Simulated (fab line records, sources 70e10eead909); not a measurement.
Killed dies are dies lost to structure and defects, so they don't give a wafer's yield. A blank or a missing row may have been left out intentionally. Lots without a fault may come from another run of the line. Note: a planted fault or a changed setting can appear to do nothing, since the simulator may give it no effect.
Chamber matching ; flow nand harc ; NHARC_A_CHANNEL_FILL_D1_ALD_25 on ald hk-03 has 4 sister chambers
The step deposits SiOx, target thk 60 nm, pulse time 10 s, ald cycles 600. 8 wafers are shown with their chamber, then 12 later ones without.

EACH WAFER AND ITS CHAMBER
wafer;chamber;heater power w (W);precursor pulse height rel
L084.3;2;412;0.993
L084.2;3;534;0.976
L086.3;1;431;1.023
L086.2;3;546;0.988
L086.5;0;475;0.997
L089.4;0;480;0.981
L089.5;2;410;1.014
L089.6;1;416;0.993

WAFERS WITH NO CHAMBER GIVEN
wafer;heater power w (W);precursor pulse height rel
L091.4;468;0.973
L091.1;420;0.990
L091.5;563;1.017
L093.2;411;1.013
L093.4;464;0.997
L093.5;592;0.977
L094.3;405;0.968
L094.4;582;0.992
L094.1;471;0.972
L094.2;401;0.995
L094.5;412;1.011
L094.6;573;1.008

EACH ONE'S CHAMBER
wafer;from the rows above;in truth
L091.4;0;0
L091.1;can't be placed: 1 or 2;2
L091.5;3;3
L093.2;can't be placed: 2 or 1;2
L093.4;0;0
L093.5;3;3
L094.3;can't be placed: 2 or 1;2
L094.4;3;3
L094.1;0;0
L094.2;can't be placed: 2 or 1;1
L094.5;can't be placed: 2 or 1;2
L094.6;3;3
Correctly placed: 7 of 12. Can't be placed from these rows: 5 (the true chamber is among the candidates in 5). Number placed wrongly: 0.
How it was worked out, from the rows above alone: a wafer's distance from a chamber is the root of the sum, over the readings, of the square of ((its reading less the chamber's mean) divided by the reading's scatter). The wafer belongs to the nearest chamber; if the next one is less than 2 further off, it can't be placed. For every chamber, the mean is computed from those of its wafers that are shown. The scatter: the root of (the sum of the squares of (reading less its chamber's mean) over the shown wafers, divided by (wafers less chambers)).
